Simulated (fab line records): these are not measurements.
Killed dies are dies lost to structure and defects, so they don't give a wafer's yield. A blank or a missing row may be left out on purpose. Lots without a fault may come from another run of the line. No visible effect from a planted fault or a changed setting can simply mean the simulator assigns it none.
Struck lot and sound lot, side by side :: flow n5Finfet :: 38 out of 1938 route steps
Sound: these wafers, L154.1, L154.3, L154.4. Struck: wafers L167.1, L167.4, L167.5. The cause is named last.
For every step that has rows: the tool of each side, followed by ch and its chambers, followed by its first start. Under that, the readings that differ: sound wafers :: struck wafers :: difference of the means :: sigmas: that difference in standard deviations of wafers without a fault.
alike: a reading whose means differ by less than 2 such deviations, as well as words and numbers matching on both sides. not compared: withheld readings; readings where some wafer has no value; bounds like >300 that might hide an equal value; numbers whose values overlap and for which the record gives no deviation.
Wherever a step has rows on one side only, a row that says differs or no value, or a row with sigmas, the two part there. Numbers that have no deviation but don't overlap get no sigmas and don't part them. Lack of a reading on every wafer of one side parts them only where that side has two or more wafers.

first, 9 steps without rows for these wafers: N5_BEOL_M2_COAT_22 (resist thk 30 nm); N5_BEOL_M2_EBR_24; N5_BEOL_M2_SOFTBAKE_23 (time 60 s); N5_BEOL_M2_EXPOSE_25 (exposes mask V1, defocus 5 nm); N5_BEOL_M2_PEB_26 (peb time 60 s); N5_BEOL_M2_DEVELOP_27 (develop time 30 s); N5_BEOL_M2_DESCUM_33 (chemistry O2, time 7 s); N5_BEOL_M2_ETCH_77 (etches underlayer in N2/H2, target depth 6.5 nm, time 5.2 s); N5_BEOL_M2_ETCH_69 (etches SiARC in CF4, target depth 15.6 nm, time 26 s).
N5_BEOL_M2_ALD_98: deposits SiO2, target thk 2.5 nm, pulse time 1 s, co reactant pulse time 1 s.
  sound on aldSin-01 ch 0,1,2, day 9 01:29; struck on aldSin-01 ch 0,1,2, day 12 11:20
  alike: heaterPowerW, precursorPulseHeightRel
then, 27 steps without rows for these wafers: N5_BEOL_M2_ETCHBACK_99 (etches SiO2 in CHF3, target depth 5 nm, time 10.4 s); N5_BEOL_M2_ETCH_70 (etches SOC in N2/H2, target depth 80 nm, overetch 24 nm, time 130 s); N5_BEOL_M2_STRIP_71 (strips in N2/H2); N5_BEOL_M2_STRIP_78 (strips in N2/H2); N5_BEOL_M2_VIA_ETCH_34 (etches the open film in C4F6/O2, target depth 69.4 nm, time 65.9 s); N5_BEOL_M2_STRIP_83 (strips in C4F6/O2); N5_BEOL_M2_STRIP_36 (strips in N2/H2); N5_BEOL_M2_TRENCH_ETCH_37 (etches SiOC in C4F6/O2, target depth 55.555 nm, time 29.2 s); N5_BEOL_M2_ETCH_41 (etches SiCN in CH3F/O2, target depth 29.9 nm, time 52.5 s); N5_BEOL_M2_STRIP_97 (strips in N2/H2, time 10 s); N5_BEOL_M2_HM_STRIP_39 (strips TiN in peroxide tin strip, target depth 25 nm, time 158 s); N5_BEOL_M2_SRD_40 (time 30 s); N5_BEOL_M2_PRECLEAN_42 (cleans in residue remover, time 60 s); N5_BEOL_M2_SRD_43 (time 30 s); N5_BEOL_M2_DEGAS_44 (time 60 s); N5_BEOL_M2_PRE_CLEAN_45 (time 30 s); N5_BEOL_M2_ALD_84 (deposits TaN, pulse time 2 s, purge time 3 s, co reactant purge time 2 s); N5_BEOL_M2_SURFACE_TREAT_85; N5_BEOL_M2_CVD_47 (deposits Co from CCTBA/H2, target thk 3 nm, time 223.8 s); N5_BEOL_M2_SPUTTER_48 (material Cu, target thk 4.5 nm, time 8.29 s); N5_BEOL_M2_ANNEAL_49 (time 240 s); N5_BEOL_M2_SPUTTER_79 (material Cu, target thk 4.5 nm, time 8.29 s); N5_BEOL_M2_ANNEAL_80 (time 240 s); N5_BEOL_M2_SPUTTER_81 (material Cu, target thk 4.5 nm, time 8.29 s); N5_BEOL_M2_ANNEAL_82 (time 240 s); N5_BEOL_M2_SPUTTER_86 (material Cu, target thk 4.5 nm, time 8.29 s); N5_BEOL_M2_ANNEAL_87 (time 240 s).
-- here the record skips 6 days between the struck wafers' starts before and after, leaving off in module BEOL_M2 and picking up in module PASSIVATION (first step shown: number 1936 of the route) --
N5_PASSIVATION_PROBE_49:
  rows exist in the record for the struck wafers here (prober-02, day 18 15:34), but not for the sound ones

## WHERE THEY PART
Within this record, at N5_PASSIVATION_PROBE_49 only.

WHY: what had been put in by the simulator
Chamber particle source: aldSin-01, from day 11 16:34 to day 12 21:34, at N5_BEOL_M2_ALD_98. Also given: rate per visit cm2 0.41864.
